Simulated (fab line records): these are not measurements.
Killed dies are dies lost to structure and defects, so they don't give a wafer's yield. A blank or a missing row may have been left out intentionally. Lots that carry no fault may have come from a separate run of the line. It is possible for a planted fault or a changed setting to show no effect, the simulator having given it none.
Chamber matching || flow n5-finfet || N5_BEOL_M11_PECVD_70 on pecvd-01: 3 sister chambers
The step deposits SiO2 from TEOS/O2, target thk 20 nm, time 22.7 s. 18 wafers are shown with their chamber, then 9 later ones without.

== WAFERS WITH THEIR CHAMBER ==
{"wafer": "L074.3", "chamber": 1, "throttle-valve-pct (%)": 22.6, "heater-power-w (W)": 825, "heater-power-outer-w (W)": 474}
{"wafer": "L074.5", "chamber": 1, "throttle-valve-pct (%)": 22.5, "heater-power-w (W)": 816, "heater-power-outer-w (W)": 474}
{"wafer": "L074.6", "chamber": 0, "throttle-valve-pct (%)": 21.5, "heater-power-w (W)": 617, "heater-power-outer-w (W)": 343}
{"wafer": "L078.1", "chamber": 1, "throttle-valve-pct (%)": 22.6, "heater-power-w (W)": 824, "heater-power-outer-w (W)": 496}
{"wafer": "L078.5", "chamber": 2, "throttle-valve-pct (%)": 22.7, "heater-power-w (W)": 1037, "heater-power-outer-w (W)": 626}
{"wafer": "L078.6", "chamber": 1, "throttle-valve-pct (%)": 22.5, "heater-power-w (W)": 850, "heater-power-outer-w (W)": 502}
{"wafer": "L084.2", "chamber": 2, "throttle-valve-pct (%)": 22.8, "heater-power-w (W)": 1005, "heater-power-outer-w (W)": 622}
{"wafer": "L084.3", "chamber": 1, "throttle-valve-pct (%)": 22.6, "heater-power-w (W)": 742, "heater-power-outer-w (W)": 428}
{"wafer": "L084.4", "chamber": 0, "throttle-valve-pct (%)": 21.7, "heater-power-w (W)": 632, "heater-power-outer-w (W)": 369}
{"wafer": "L089.1", "chamber": 1, "throttle-valve-pct (%)": 22.6, "heater-power-w (W)": 715, "heater-power-outer-w (W)": 382}
{"wafer": "L089.5", "chamber": 2, "throttle-valve-pct (%)": 22.9, "heater-power-w (W)": 1026, "heater-power-outer-w (W)": 587}
{"wafer": "L089.6", "chamber": 0, "throttle-valve-pct (%)": 21.6, "heater-power-w (W)": 714, "heater-power-outer-w (W)": 438}
{"wafer": "L091.1", "chamber": 2, "throttle-valve-pct (%)": 23.0, "heater-power-w (W)": 951, "heater-power-outer-w (W)": 588}
{"wafer": "L091.5", "chamber": 2, "throttle-valve-pct (%)": 22.9, "heater-power-w (W)": 959, "heater-power-outer-w (W)": 561}
{"wafer": "L091.6", "chamber": 1, "throttle-valve-pct (%)": 22.6, "heater-power-w (W)": 742, "heater-power-outer-w (W)": 421}
{"wafer": "L093.1", "chamber": 2, "throttle-valve-pct (%)": 23.2, "heater-power-w (W)": 1038, "heater-power-outer-w (W)": 615}
{"wafer": "L093.4", "chamber": 0, "throttle-valve-pct (%)": 21.7, "heater-power-w (W)": 617, "heater-power-outer-w (W)": 373}
{"wafer": "L093.6", "chamber": 1, "throttle-valve-pct (%)": 22.7, "heater-power-w (W)": 796, "heater-power-outer-w (W)": 459}

SIGNATURES, as means of the wafers listed above
{"reading": "throttle-valve-pct", "chamber 0": 21.625, "chamber 1": 22.588, "chamber 2": 22.917, "scatter within a chamber": 0.117}
{"reading": "heater-power-w", "chamber 0": 645.00, "chamber 1": 788.75, "chamber 2": 1002.67, "scatter within a chamber": 45.4}
{"reading": "heater-power-outer-w", "chamber 0": 380.75, "chamber 1": 454.50, "chamber 2": 599.83, "scatter within a chamber": 36.5}
Rule: a wafer lies at a distance from a chamber equal to the root of the sum of squares, over the readings, of (its reading less the chamber's mean, divided by the reading's scatter). The wafer belongs to the nearest chamber; if the next one is less than 2 further off, it can't be placed. The scatter: take each reading less its chamber's mean, square it, sum over the shown wafers, divide by the number of wafers less the number of chambers, and take the root.

== WAFERS WITH NO CHAMBER GIVEN ==
{"wafer": "L092.1", "throttle-valve-pct (%)": 23.0, "heater-power-w (W)": 1036, "heater-power-outer-w (W)": 641}
{"wafer": "L092.3", "throttle-valve-pct (%)": 21.6, "heater-power-w (W)": 689, "heater-power-outer-w (W)": 416}
{"wafer": "L092.4", "throttle-valve-pct (%)": 22.6, "heater-power-w (W)": 846, "heater-power-outer-w (W)": 510}
{"wafer": "L095.3", "throttle-valve-pct (%)": 22.5, "heater-power-w (W)": 768, "heater-power-outer-w (W)": 457}
{"wafer": "L095.5", "throttle-valve-pct (%)": 23.2, "heater-power-w (W)": 924, "heater-power-outer-w (W)": 568}
{"wafer": "L095.6", "throttle-valve-pct (%)": 21.4, "heater-power-w (W)": 684, "heater-power-outer-w (W)": 421}
{"wafer": "L096.1", "throttle-valve-pct (%)": 21.5, "heater-power-w (W)": 690, "heater-power-outer-w (W)": 421}
{"wafer": "L096.4", "throttle-valve-pct (%)": 22.3, "heater-power-w (W)": 785, "heater-power-outer-w (W)": 443}
{"wafer": "L096.5", "throttle-valve-pct (%)": 23.0, "heater-power-w (W)": 1067, "heater-power-outer-w (W)": 642}

== THE CHAMBER EACH PASSED THROUGH ==
{"wafer": "L092.1", "from the rows above": 2, "in truth": 2}
{"wafer": "L092.3", "from the rows above": 0, "in truth": 0}
{"wafer": "L092.4", "from the rows above": 1, "in truth": 1}
{"wafer": "L095.3", "from the rows above": 1, "in truth": 1}
{"wafer": "L095.5", "from the rows above": 2, "in truth": 2}
{"wafer": "L095.6", "from the rows above": 0, "in truth": 0}
{"wafer": "L096.1", "from the rows above": 0, "in truth": 0}
{"wafer": "L096.4", "from the rows above": 1, "in truth": 1}
{"wafer": "L096.5", "from the rows above": 2, "in truth": 2}
9 of 9 placed correctly. Left unplaced by these rows: 0. Placed wrongly: 0.
